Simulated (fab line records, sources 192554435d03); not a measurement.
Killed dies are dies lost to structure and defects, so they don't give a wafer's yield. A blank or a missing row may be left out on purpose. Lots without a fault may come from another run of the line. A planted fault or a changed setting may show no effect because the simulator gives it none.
fab line records | flow n5_finfet
record lots=24 wafers=72 last_day=20
route steps=1938 shown BEOL_M12@1635 BEOL_M13@1670
lots that met no fault: from a run of the same line without faults
start_h: hours from the record's first day to the start of the lot's first wafer shown | wait_h: hours since the lot's step before | " the same as in the row above | L1.1+2: a row that stands for several wafers | - no value, or no start given | * or withheld: withheld | < > ~ a bound
route shown NAME@n: a module of which the file shows steps, and the number in the route of the first | usual: mean/standard deviation of fault-free wafers | same: alike in all rows | chamber/n: place in a boat | sites: the reading at each site | _std_site: their standard deviation | _edge_site: outer sites' mean less inner sites' | radius_mm: how far each site lies from the wafer's centre | mask NAME#n: copy n | behind: the tool/chamber that last shaped the wafer | hold: why the lot was held/for how many hours/how that ended | device: the transistor (n, p or np) that didn't switch | end of line: the same wafers' tests at the end of the route | a step without rows: its recipe alone | killed: dies lost to structure and defects at the first sort, not the wafer's yield | map: a wafer's dies, x killed, . not, _ none there
set.NAME: the setting as run; set.NAME@STEP: as run at that earlier step | model.NAME: the simulator's own value behind a step, which no gauge read
steps of the route over a sample of lots; a table a step, a row a wafer
services: from which hour (start_h, from the record's first day; less than 0 if before it) a tool's chamber was out of use, for how many hours, and why
## steps
# step N5_BEOL_M12_DESCUM_33
# recipe chemistry=O2 time_s=7.9 source_power_w=50 bias_power_w=20 pressure_mtorr=20 rf_frequency_hz=2.712e+07 temp_c=40 o2_flow_sccm=225
# usual drypump_motor_current_A=5.6/0.4 oes_product_au=0.79/0.096 rf_vpp_V=243.0/1.5 showerhead_plenum_p_Torr=2.08/0.078 throttle_valve_pct=20.45/0.26
# columns lot.wafer tool chamber start_h wait_h drypump_motor_current_A oes_product_au rf_hours_counter_h rf_vpp_V showerhead_plenum_p_Torr throttle_valve_pct
L074.2 rie_diel-04 1 264.82 0.0 6.2 0.70 204 241.6 1.99 20.68
L074.3 " 2 " " 5.6 0.86 57 245.2 2.10 20.44
L074.5 " 2 " " 5.6 0.86 - 242.3 2.10 20.45
L075.3 rie_diel-01 0 281.60 0.0 6.3 0.94 11 244.5 2.16 20.32
L075.5 " 1 " " 5.8 0.77 - 245.1 2.18 20.20
L075.6 " 2 " " 5.1 0.68 - 243.5 2.06 20.62
L078.1 rie_diel-01 1 288.39 0.1 5.8 0.76 153 243.5 2.18 20.19
L078.3 " 0 " " 6.2 0.93 14 243.7 2.16 20.34
L078.6 " 1 " " 5.8 0.77 - 244.6 2.18 20.20
L076.1 rie_diel-01 2 291.18 0.1 5.1 0.68 242 243.4 2.06 20.62
L076.4 " 0 " " 6.2 0.93 15 244.4 2.16 20.35
L076.5 " 0 " " 6.2 0.94 - 243.7 2.16 20.35
L077.1 rie_diel-01 2 295.83 0.2 5.1 0.69 244 242.6 2.06 20.62
L077.4 " 3 " " 5.0 0.73 181 242.7 2.01 20.71
L077.5 " 3 " " 5.1 0.73 - 242.4 2.01 20.74
L079.1 rie_diel-05 2 303.57 0.0 5.2 0.95 8 244.8 2.12 20.12
L079.4 " 0 " " 5.1 0.71 - 242.1 1.95 20.15
L079.6 " 3 " " 5.4 0.96 - 246.6 2.24 20.02
L083.2 rie_diel-05 2 310.22 0.0 5.3 0.93 11 244.6 2.12 20.10
L083.5 " 2 " " 5.3 0.95 - 244.1 2.12 20.12
L083.6 " 3 " " 5.5 0.95 - 246.0 2.24 20.03
L082.2 rie_diel-01 0 317.05 0.4 6.2 0.91 23 244.0 2.16 20.38
L082.4 " 3 " " 5.1 0.72 - 240.3 2.01 20.73
L082.5 " 0 " " 6.3 0.92 - 243.4 2.16 20.35
L080.1 rie_diel-01 0 325.47 0.0 6.2 0.90 28 244.0 2.16 20.36
L080.3 " 1 " " 5.8 0.75 164 244.5 2.18 20.21
L080.6 " 3 " " 5.0 0.71 - 240.9 2.01 20.74
L081.2 rie_diel-04 0 334.96 0.3 5.8 0.75 176 243.9 2.11 20.27
L081.3 " 3 " " 5.5 0.72 199 241.1 2.02 20.67
L081.4 " 2 " " 5.6 0.83 86 244.3 2.09 20.49
L084.1 rie_diel-04 1 336.38 0.0 6.1 0.68 233 242.3 1.98 20.70
L084.4 " 1 " " 6.1 0.67 - 242.0 1.98 20.71
L084.6 " 2 " " 5.6 0.82 - 245.4 2.09 20.48
L085.1 rie_diel-04 1 343.78 0.0 6.1 0.68 236 240.4 1.98 20.71
L085.2 " 3 " " 5.5 0.71 203 241.1 2.02 20.68
L085.4 " 1 " " 6.1 0.68 - 241.0 1.98 20.72
L088.1 rie_diel-05 3 353.03 0.4 5.4 0.92 35 244.6 2.23 20.04
L088.2 " 1 " " 6.1 0.74 187 242.8 2.08 20.92
L088.6 " 2 " " 5.3 0.90 - 243.1 2.11 20.14
L087.1 rie_diel-04 1 358.62 0.6 6.1 0.68 245 240.9 1.98 20.73
L087.2 " 2 " " 5.6 0.83 99 243.6 2.09 20.49
L087.4 " 3 " " 5.5 0.71 - 240.2 2.01 20.69
L089.1 rie_diel-05 3 368.11 0.8 5.5 0.91 45 246.1 2.23 20.06
L089.2 " 0 " " 5.1 0.98 0 244.8 2.20 19.88
L089.6 " 3 " " 5.5 0.91 - 244.4 2.23 20.06
L091.1 rie_diel-04 1 369.10 0.7 6.2 0.67 251 242.6 1.97 20.73
L091.4 " 3 " " 5.5 0.70 217 241.2 2.01 20.69
L091.5 " 0 " " 5.8 0.75 - 243.3 2.11 20.27
L086.2 rie_diel-04 2 369.59 0.8 5.6 0.80 105 242.7 2.09 20.51
L086.4 " 1 " " 6.1 0.68 251 241.6 1.97 20.72
L086.6 " 0 " " 5.8 0.74 - 243.4 2.11 20.27
L093.3 rie_diel-01 0 390.01 0.0 6.2 0.86 50 243.3 2.15 20.42
L093.4 " 2 " " 5.1 0.96 13 241.4 2.05 20.20
L093.6 " 2 " " 5.1 0.96 - 241.9 2.05 20.23
L092.1 rie_diel-04 3 390.58 0.0 5.5 0.71 225 242.9 2.01 20.70
L092.3 " 3 " " 5.5 0.71 - 241.0 2.01 20.71
L092.5 " 2 " " 5.6 0.80 - 244.3 2.08 20.52
L094.4 rie_diel-04 0 410.34 0.1 5.8 0.73 - 243.0 2.11 20.28
L094.5 " 3 " " 5.5 0.69 - 240.5 2.00 20.72
L094.6 " 2 " " 5.6 0.80 - 242.3 2.08 20.54
L090.1 rie_diel-01 3 410.45 0.0 5.0 0.69 221 242.2 2.00 20.78
L090.3 " 2 " " 5.1 0.94 21 241.8 2.05 20.22
L090.5 " 3 " " 5.1 0.69 - 240.6 2.00 20.77
L096.2 rie_diel-01 3 412.65 0.0 5.1 0.69 222 242.5 2.00 20.79
L096.3 " 2 " " 5.1 0.93 21 243.7 2.05 20.23
L096.4 " 1 " " 5.8 0.72 194 243.5 2.16 20.25
L097.1 rie_diel-01 0 423.94 0.0 6.2 0.86 62 242.5 2.14 20.42
L097.4 " 1 " " 5.8 0.73 198 243.8 2.16 20.27
L097.6 " 0 " " 6.2 0.87 - 243.0 2.14 20.41
L095.2 rie_diel-05 3 427.94 0.0 5.5 0.88 63 245.5 2.22 20.10
L095.4 " 1 " " 6.2 0.72 210 242.8 2.07 20.95
L095.5 " 1 " " 6.2 0.71 - 242.9 2.07 20.94
# step N5_BEOL_M12_INSPECT_55
# recipe inspect_instrument=darkfield mode=post_dep
# usual raw_defect_count=78/28
# columns lot.wafer tool chamber start_h wait_h raw_defect_count
L074.2 defect_inspect-01 - 268.68 0.0 100
L074.3 " - " " 93
L074.5 " - " " 134
L075.3 defect_inspect-01 - 286.33 0.0 75
L075.5 " - " " 62
L075.6 " - " " 80
L078.1 defect_inspect-02 - 292.72 0.0 65
L078.3 " - " " 57
L078.6 " - " " 77
L076.1 defect_inspect-01 - 294.32 0.0 46
L076.4 " - " " 40
L076.5 " - " " 84
L077.1 defect_inspect-02 - 298.46 0.0 101
L077.4 " - " " 84
L077.5 " - " " 69
L079.1 defect_inspect-02 - 308.08 0.0 87
L079.4 " - " " 67
L079.6 " - " " 64
L083.2 defect_inspect-01 - 316.29 0.0 70
L083.5 " - " " 114
L083.6 " - " " 55
L082.2 defect_inspect-01 - 320.53 0.0 37
L082.4 " - " " 50
L082.5 " - " " 51
L080.1 defect_inspect-02 - 327.70 0.0 52
L080.3 " - " " 80
L080.6 " - " " 64
L084.1 defect_inspect-02 - 340.07 0.0 67
L084.4 " - " " 79
L084.6 " - " " 79
L081.2 defect_inspect-01 - 340.52 0.0 84
L081.3 " - " " 103
L081.4 " - " " 116
L085.1 defect_inspect-02 - 347.01 0.0 98
L085.2 " - " " 134
L085.4 " - " " 200
L088.1 defect_inspect-01 - 357.13 0.0 52
L088.2 " - " " 88
L088.6 " - " " 66
L087.1 defect_inspect-02 - 363.67 0.0 66
L087.2 " - " " 67
L087.4 " - " " 68
L089.1 defect_inspect-01 - 370.43 0.0 69
L089.2 " - " " 70
L089.6 " - " " 86
L086.2 defect_inspect-02 - 372.72 0.0 101
L086.4 " - " " 86
L086.6 " - " " 84
L091.1 defect_inspect-02 - 372.99 0.0 78
L091.4 " - " " 66
L091.5 " - " " 70
L093.3 defect_inspect-02 - 396.26 0.0 129
L093.4 " - " " 73
L093.6 " - " " 87
L092.1 defect_inspect-02 - 397.47 0.0 60
L092.3 " - " " 68
L092.5 " - " " 57
L094.4 defect_inspect-01 - 417.51 0.0 145
L094.5 " - " " 138
L094.6 " - " " 145
L090.1 defect_inspect-01 - 423.28 0.0 63
L090.3 " - " " 103
L090.5 " - " " 64
L096.2 defect_inspect-01 - 424.70 0.0 34
L096.3 " - " " 30
L096.4 " - " " 43
L097.1 defect_inspect-01 - 427.65 0.0 47
L097.4 " - " " 20
L097.6 " - " " 47
L095.2 defect_inspect-02 - 448.76 0.0 61
L095.4 " - " " 69
L095.5 " - " " 80
# step N5_BEOL_M13_OVL_MEAS_11
# recipe points_per_wafer=44
# usual V12_OVL=2/4.9
# columns lot.wafer tool chamber start_h wait_h V12_OVL[nm]
L074.2 overlay-02 0 269.20 0.0 8
L074.3 " 0 " " 16
L074.5 " 0 " " 7
L075.3 overlay-02 0 286.85 0.0 -14
L075.5 " 0 " " -8
L075.6 " 0 " " -6
L078.1 overlay-02 0 293.36 0.0 0
L078.3 " 0 " " 3
L078.6 " 0 " " -5
L076.1 overlay-02 0 294.97 0.0 1
L076.4 " 0 " " 5
L076.5 " 0 " " 5
L077.1 overlay-01 0 299.13 0.0 2
L077.4 " 0 " " -2
L077.5 " 0 " " -5
L079.1 overlay-01 0 308.62 0.0 1
L079.4 " 0 " " 0
L079.6 " 0 " " -1
L083.2 overlay-02 0 316.81 0.0 -1
L083.5 " 0 " " 2
L083.6 " 0 " " 7
L082.2 overlay-02 0 321.11 0.0 -6
L082.4 " 0 " " -7
L082.5 " 0 " " -7
L080.1 overlay-01 0 328.28 0.0 -2
L080.3 " 0 " " 6
L080.6 " 0 " " 9
L084.1 overlay-01 0 340.74 0.0 1
L084.4 " 0 " " 1
L084.6 " 0 " " -1
L081.2 overlay-01 0 341.05 0.0 8
L081.3 " 0 " " 1
L081.4 " 0 " " 1
L085.1 overlay-02 0 347.53 0.0 2
L085.2 " 0 " " -12
L085.4 " 0 " " -3
L088.1 overlay-01 0 357.65 0.0 -1
L088.2 " 0 " " 8
L088.6 " 0 " " 6
L087.1 overlay-01 0 364.19 0.0 2
L087.2 " 0 " " 5
L087.4 " 0 " " -4
L089.1 overlay-01 0 370.96 0.0 1
L089.2 " 0 " " 2
L089.6 " 0 " " 8
L086.2 overlay-02 0 373.37 0.0 6
L086.4 " 0 " " 8
L086.6 " 0 " " 0
L091.1 overlay-01 0 373.64 0.0 -2
L091.4 " 0 " " -4
L091.5 " 0 " " -6
L093.3 overlay-02 0 396.91 0.0 7
L093.4 " 0 " " 3
L093.6 " 0 " " 4
L092.1 overlay-02 0 398.12 0.0 -1
L092.3 " 0 " " 3
L092.5 " 0 " " 3
L094.4 overlay-01 0 418.03 0.0 -7
L094.5 " 0 " " 1
L094.6 " 0 " " -3
L090.1 overlay-01 0 423.80 0.0 7
L090.3 " 0 " " -2
L090.5 " 0 " " 9
L096.2 overlay-01 0 425.35 0.0 6
L096.3 " 0 " " 1
L096.4 " 0 " " 0
L097.1 overlay-02 0 428.18 0.0 10
L097.4 " 0 " " 0
L097.6 " 0 " " 8
L095.2 overlay-01 0 449.52 0.0 1
L095.4 " 0 " " 2
L095.5 " 0 " " 8
# step N5_BEOL_M13_STRIP_63
# recipe chemistry=N2/H2 power_w=1000 temp_c=250 h2_frac=0.65 overash_fraction=0.3 pressure_mtorr=1000 n2_flow_sccm=1750 h2_flow_sccm=3250
# usual drypump_motor_current_A=6.06/0.19 heater_power_w=322/23 oes_product_au=0.673/0.0052 strip_time_to_endpoint_s=27.9/1.4
# columns lot.wafer tool chamber start_h wait_h drypump_motor_current_A heater_power_w oes_product_au rf_hours_counter_h strip_time_to_endpoint_s
L074.2 plasma_asher-02 0 269.60 - 6.16 313 0.682 124 30.0
L074.3 " 0 " " 6.18 305 0.670 - 30.1
L074.5 " 1 " " 5.78 348 0.671 - 28.5
L075.3 plasma_asher-02 0 287.25 - 6.19 316 0.677 - 31.0
L075.5 " 0 " " 6.18 319 0.667 - 27.1
L075.6 " 1 " " 5.77 345 0.671 - 29.8
L078.1 plasma_asher-02 1 293.74 - 5.77 361 0.676 130 27.2
L078.3 " 1 " " 5.75 352 0.685 - 29.8
L078.6 " 0 " " 6.17 307 0.671 - 26.2
L076.1 plasma_asher-02 1 295.45 - 5.72 349 0.671 130 27.7
L076.4 " 1 " " 5.72 355 0.668 - 27.3
L076.5 " 0 " " 6.17 320 0.680 - 29.5
L077.1 plasma_asher-02 0 299.80 - 6.17 320 0.678 131 29.2
L077.4 " 1 " " 5.76 346 0.676 - 25.8
L077.5 " 1 " " 5.75 349 0.666 - 28.0
L079.1 plasma_asher-01 1 309.01 - 6.34 332 0.677 82 30.8
L079.4 " 1 " " 6.28 324 0.681 - 27.7
L079.6 " 0 " " 6.09 290 0.684 - 28.3
L083.2 plasma_asher-02 0 317.24 - 6.17 321 0.686 134 29.2
L083.5 " 1 " " 5.75 358 0.674 - 28.6
L083.6 " 0 " " 6.17 321 0.665 - 27.8
L082.2 plasma_asher-01 1 321.49 - 6.21 326 0.672 84 29.1
L082.4 " 0 " " 6.08 294 0.675 - 28.8
L082.5 " 1 " " 6.24 331 0.679 - 27.9
L080.1 plasma_asher-01 0 328.78 - 6.10 290 0.669 85 27.5
L080.3 " 1 " " 6.28 330 0.670 - 30.2
L080.6 " 0 " " 6.10 293 0.678 - 30.2
L084.1 plasma_asher-02 0 341.16 - 6.18 311 0.671 138 30.0
L084.4 " 0 " " 6.16 309 0.673 - 28.9
L084.6 " 0 " " 6.17 310 0.672 - 28.2
L081.2 plasma_asher-01 1 341.53 - 6.21 320 0.673 88 28.0
L081.3 " 1 " " 6.24 328 0.669 - 30.1
L081.4 " 0 " " 6.09 294 0.659 - 26.6
L085.1 plasma_asher-02 1 348.04 - 5.75 351 0.676 140 29.2
L085.2 " 0 " " 6.20 317 0.681 140 31.6
L085.4 " 1 " " 5.78 354 0.674 - 29.2
L088.1 plasma_asher-02 1 358.03 - 5.78 362 0.676 142 27.5
L088.2 " 0 " " 6.15 311 0.673 142 27.5
L088.6 " 0 " " 6.17 312 0.665 - 26.1
L087.1 plasma_asher-01 1 364.57 - 6.23 328 0.683 93 27.9
L087.2 " 0 " " 6.07 295 0.674 93 26.3
L087.4 " 0 " " 6.09 286 0.679 - 26.6
L089.1 plasma_asher-01 0 371.34 - 6.09 292 0.669 94 27.8
L089.2 " 1 " " 6.27 324 0.677 94 27.9
L089.6 " 1 " " 6.26 333 0.674 - 26.5
L086.2 plasma_asher-01 0 373.75 - 6.08 292 0.670 94 25.4
L086.4 " 1 " " 6.25 319 0.675 - 26.0
L086.6 " 0 " " 6.06 284 0.662 - 23.7
L091.1 plasma_asher-01 0 374.06 - 6.10 291 0.677 94 28.3
L091.4 " 1 " " 6.24 330 0.672 - 27.4
L091.5 " 1 " " 6.25 318 0.676 - 28.7
L093.3 plasma_asher-02 0 397.31 - 6.19 319 0.668 - 28.3
L093.4 " 1 " " 5.75 353 0.674 - 26.6
L093.6 " 0 " " 6.17 313 0.673 - 26.5
L092.1 plasma_asher-01 0 398.50 - 6.10 289 0.679 99 28.3
L092.3 " 1 " " 6.27 329 0.672 - 25.7
L092.5 " 1 " " 6.25 328 0.662 - 25.8
L094.4 plasma_asher-01 1 418.43 - 6.23 333 0.673 - 26.3
L094.5 " 1 " " 6.24 323 0.676 - 27.1
L094.6 " 0 " " 6.10 284 0.679 - 28.0
L090.1 plasma_asher-02 1 424.18 - 5.74 341 0.680 156 27.1
L090.3 " 0 " " 6.21 313 0.679 - 28.5
L090.5 " 0 " " 6.19 316 0.667 - 28.3
L096.2 plasma_asher-02 0 425.73 - 6.18 318 0.679 156 27.0
L096.3 " 0 " " 6.17 316 0.685 - 27.5
L096.4 " 1 " " 5.74 342 0.669 - 26.3
L097.1 plasma_asher-01 1 428.56 - 6.22 321 0.671 104 30.4
L097.4 " 0 " " 6.10 294 0.674 - 27.2
L097.6 " 1 " " 6.23 317 0.661 - 26.7
L095.2 plasma_asher-02 1 449.90 - 5.75 357 0.671 160 28.2
L095.4 " 1 " " 5.73 354 0.674 - 27.9
L095.5 " 0 " " 6.16 306 0.677 - 26.3
# step N5_BEOL_M13_OVL_MEAS_29
# recipe points_per_wafer=44
# usual M13_OVL=3/5.3
# columns lot.wafer tool chamber start_h wait_h M13_OVL[nm]
L074.2 overlay-02 0 270.16 0.0 11
L074.3 " 0 " " 9
L074.5 " 0 " " 2
L075.3 overlay-02 0 287.92 0.0 -5
L075.5 " 0 " " -2
L075.6 " 0 " " 1
L078.1 overlay-01 0 294.44 0.0 2
L078.3 " 0 " " 7
L078.6 " 0 " " 13
L076.1 overlay-01 0 296.14 0.0 4
L076.4 " 0 " " 14
L076.5 " 0 " " 4
L077.1 overlay-02 0 300.49 0.0 15
L077.4 " 0 " " 15
L077.5 " 0 " " 11
L079.1 overlay-01 0 309.57 0.0 9
L079.4 " 0 " " 5
L079.6 " 0 " " 0
L083.2 overlay-01 0 317.81 0.0 3
L083.5 " 0 " " -3
L083.6 " 0 " " 4
L082.2 overlay-02 0 322.05 0.0 13
L082.4 " 0 " " 11
L082.5 " 0 " " 10
L080.1 overlay-02 0 329.47 0.0 3
L080.3 " 0 " " 3
L080.6 " 0 " " 1
L084.1 overlay-01 0 341.76 0.0 1
L084.4 " 0 " " 3
L084.6 " 0 " " 3
L081.2 overlay-01 0 342.10 0.0 -2
L081.3 " 0 " " 1
L081.4 " 0 " " 5
L085.1 overlay-01 0 348.61 0.0 -7
L085.2 " 0 " " -10
L085.4 " 0 " " -1
L088.1 overlay-02 0 358.59 0.0 2
L088.2 " 0 " " -7
L088.6 " 0 " " -10
L087.1 overlay-01 0 365.27 0.0 1
L087.2 " 0 " " 5
L087.4 " 0 " " 15
L089.1 overlay-02 0 372.04 0.0 -1
L089.2 " 0 " " 2
L089.6 " 0 " " 6
L086.2 overlay-01 0 374.31 0.0 6
L086.4 " 0 " " 2
L086.6 " 0 " " 4
L091.1 overlay-01 0 374.75 0.0 4
L091.4 " 0 " " 0
L091.5 " 0 " " 9
L093.3 overlay-02 0 397.85 0.0 3
L093.4 " 0 " " -5
L093.6 " 0 " " -5
L092.1 overlay-01 0 399.19 0.0 1
L092.3 " 0 " " -1
L092.5 " 0 " " -3
L094.4 overlay-01 0 418.98 0.0 6
L094.5 " 0 " " 2
L094.6 " 0 " " 1
L090.1 overlay-02 0 424.88 0.0 3
L090.3 " 0 " " 3
L090.5 " 0 " " 6
L096.2 overlay-02 0 426.30 0.0 5
L096.3 " 0 " " 2
L096.4 " 0 " " 3
L097.1 overlay-01 0 429.13 0.0 5
L097.4 " 0 " " 0
L097.6 " 0 " " 3
L095.2 overlay-01 0 450.49 0.0 -2
L095.4 " 0 " " 6
L095.5 " 0 " " 2
# step N5_BEOL_M13_ETCH_67
# recipe chemistry=CF4 target=SiARC target_depth_a=1430 time_s=238.3 ion_energy_ev=80 pressure_mtorr=40 source_w=545 bias_w=36 Ar_flow_sccm=100 cf4_flow_sccm=100 ends=cleared
# usual drypump_motor_current_A=5.6/0.35 etch_rf_on_time_s=239/8.9 oes_product_au=0.67/0.062 rf_vpp_V=183.8/1.2 showerhead_plenum_p_Torr=2.13/0.076 throttle_valve_pct=15.61/0.23
# columns lot.wafer tool chamber start_h wait_h drypump_motor_current_A etch_rf_on_time_s oes_product_au rf_hours_counter_h rf_vpp_V showerhead_plenum_p_Torr throttle_valve_pct
L074.2 rie_diel-02 3 270.29 0.0 5.7 256 0.60 223 183.2 2.02 15.78
L074.3 " 2 " " 5.5 226 0.64 204 183.3 2.13 15.76
L074.5 " 1 " " 5.4 226 0.71 - 185.2 2.25 15.45
L075.3 rie_diel-02 3 288.01 0.0 5.7 253 0.59 229 181.7 2.02 15.80
L075.5 " 0 " " 5.5 241 0.66 - 184.0 2.06 15.47
L075.6 " 1 " " 5.4 225 0.71 - 184.2 2.25 15.46
L078.1 rie_diel-02 1 294.53 0.0 5.4 226 0.70 100 185.5 2.25 15.45
L078.3 " 3 " " 5.6 255 0.59 231 182.9 2.02 15.84
L078.6 " 3 " " 5.7 257 0.59 - 182.4 2.02 15.82
L076.1 rie_diel-02 1 296.29 0.0 5.4 227 0.69 101 185.5 2.25 15.47
L076.4 " 0 " " 5.5 244 0.65 133 182.3 2.06 15.48
L076.5 " 1 " " 5.4 225 0.71 - 185.2 2.25 15.46
L077.1 rie_diel-02 1 300.58 0.0 5.4 225 0.71 103 185.5 2.25 15.45
L077.4 " 2 " " 5.6 226 0.63 215 185.3 2.13 15.77
L077.5 " 2 " " 5.5 224 0.63 - 183.3 2.13 15.77
L079.1 rie_diel-06 2 309.66 0.0 5.9 243 0.65 139 179.2 1.99 15.68
L079.4 " 3 " " 5.8 238 0.57 231 184.7 2.12 15.95
L079.6 " 1 " " 5.4 240 0.68 - 184.9 2.17 15.68
L083.2 rie_diel-03 1 317.91 0.0 6.4 236 0.63 195 184.6 2.14 15.77
L083.5 " 3 " " 4.9 231 0.62 - 184.6 2.21 15.98
L083.6 " 2 " " 5.4 236 0.81 - 183.9 2.17 15.16
L082.2 rie_diel-03 2 322.15 0.0 5.4 231 0.80 6 184.1 2.17 15.18
L082.4 " 3 " " 4.9 233 0.62 213 185.2 2.21 15.99
L082.5 " 2 " " 5.4 233 0.81 - 184.8 2.17 15.16
L080.1 rie_diel-06 0 329.56 0.0 5.5 243 0.73 60 184.7 2.08 15.27
L080.3 " 3 " " 5.8 241 0.57 238 183.4 2.12 15.95
L080.6 " 0 " " 5.5 242 0.73 - 183.1 2.08 15.27
L084.1 rie_diel-02 1 341.98 0.0 5.4 222 0.69 114 184.9 2.25 15.48
L084.4 " 3 " " 5.7 255 0.59 247 183.2 2.01 15.84
L084.6 " 3 " " 5.7 257 0.57 - 183.0 2.01 15.83
L081.2 rie_diel-03 2 342.43 0.0 5.4 234 0.80 12 183.1 2.17 15.18
L081.3 " 0 " " 6.0 248 0.68 83 184.6 2.17 15.59
L081.4 " 1 " " 6.4 233 0.64 202 184.5 2.13 15.78
L085.1 rie_diel-06 3 348.70 0.0 5.8 240 0.57 246 183.0 2.12 15.99
L085.2 " 0 " " 5.5 243 0.72 69 182.9 2.08 15.31
L085.4 " 0 " " 5.5 241 0.72 - 184.5 2.08 15.30
L088.1 rie_diel-03 1 358.97 0.0 6.5 234 0.63 206 184.3 2.13 15.78
L088.2 " 2 " " 5.4 233 0.78 15 185.1 2.17 15.18
L088.6 " 1 " " 6.5 232 0.63 - 182.9 2.13 15.80
L087.1 rie_diel-02 1 365.36 0.0 5.4 226 0.69 121 185.1 2.24 15.51
L087.2 " 2 " " 5.5 226 0.62 238 183.0 2.12 15.83
L087.4 " 2 " " 5.5 226 0.62 - 182.7 2.12 15.82
L089.1 rie_diel-06 0 372.25 0.0 5.5 238 0.72 77 183.5 2.08 15.31
L089.2 " 2 " " 5.9 246 0.64 147 181.6 1.99 15.70
L089.6 " 2 " " 5.8 248 0.64 - 183.1 1.99 15.71
L086.2 rie_diel-06 2 374.40 0.0 5.8 248 0.63 148 181.3 1.99 15.70
L086.4 " 2 " " 5.8 249 0.63 - 181.5 1.98 15.70
L086.6 " 0 " " 5.5 241 0.71 - 182.9 2.08 15.30
L091.1 rie_diel-03 2 374.84 0.0 5.4 232 0.77 20 183.1 2.17 15.19
L091.4 " 1 " " 6.4 235 0.63 211 184.8 2.13 15.80
L091.5 " 2 " " 5.4 233 0.77 - 184.2 2.17 15.19
L093.3 rie_diel-06 1 397.94 0.0 5.4 241 0.65 134 182.4 2.15 15.76
L093.4 " 0 " " 5.5 239 0.70 88 182.7 2.08 15.33
L093.6 " 2 " " 5.9 245 0.63 - 181.5 1.98 15.72
L092.1 rie_diel-06 1 399.28 0.0 5.4 244 0.65 134 184.8 2.15 15.76
L092.3 " 2 " " 5.8 249 0.62 158 180.2 1.98 15.72
L092.5 " 1 " " 5.4 244 0.66 - 184.4 2.15 15.76
L094.4 rie_diel-06 1 419.07 0.0 5.4 238 0.66 140 185.0 2.15 15.76
L094.5 " 0 " " 5.5 235 0.71 - 182.4 2.07 15.36
L094.6 " 3 " " 5.8 232 0.81 - 184.7 2.11 15.51
L090.1 rie_diel-02 1 424.97 0.0 5.4 225 0.67 141 184.6 2.24 15.54
L090.3 " 3 " " 5.7 245 0.76 17 184.9 2.26 15.39
L090.5 " 3 " " 5.7 246 0.76 - 186.4 2.26 15.39
L096.2 rie_diel-03 3 426.39 0.0 4.9 232 0.62 235 185.5 2.20 16.03
L096.3 " 0 " " 6.0 258 0.66 99 184.7 2.17 15.63
L096.4 " 2 " " 5.4 234 0.76 28 184.0 2.16 15.24
L097.1 rie_diel-03 2 429.23 0.0 5.4 233 0.75 29 185.9 2.16 15.23
L097.4 " 0 " " 6.0 249 0.66 100 182.8 2.17 15.62
L097.6 " 1 " " 6.5 233 0.62 - 184.2 2.13 15.83
L095.2 rie_diel-02 2 450.58 0.0 5.5 220 0.89 4 183.3 2.12 15.42
L095.4 " 0 " " 5.5 244 0.62 181 183.7 2.04 15.57
L095.5 " 0 " " 5.5 245 0.62 - 182.9 2.04 15.58
## services
# columns tool chamber start_h hours kind
plasma_asher-02 - 243.42 2.8 pm
rie_diel-02 0 252.10 6.5 repair
plasma_asher-01 - 253.10 5.2 repair
rie_diel-04 0 268.44 10.6 repair
rie_diel-04 3 273.77 2.0 repair
rie_diel-05 1 286.76 30.4 repair
rie_diel-01 1 313.20 6.2 repair
rie_diel-01 2 319.40 - clean
rie_diel-01 2 319.40 - consumable_replace:focus_ring
rie_diel-01 2 319.40 19.2 scheduled_down
rie_diel-01 2 319.40 19.2 vent_cycle
rie_diel-06 2 331.76 38.5 repair
rie_diel-02 3 351.50 - clean
rie_diel-02 3 351.50 - consumable_replace:focus_ring
rie_diel-01 - 351.84 15.6 pm
rie_diel-03 - 377.95 28.1 pm
rie_diel-04 1 380.23 18.4 repair
rie_diel-02 - 383.26 0.5 repair
rie_diel-04 0 386.71 4.0 repair
rie_diel-04 - 416.71 2.8 pm
rie_diel-01 0 427.65 10.6 repair
rie_diel-03 1 436.31 21.0 repair
rie_diel-06 - 440.85 5.4 repair
plasma_asher-01 - 447.30 2.8 pm
## key
fault none
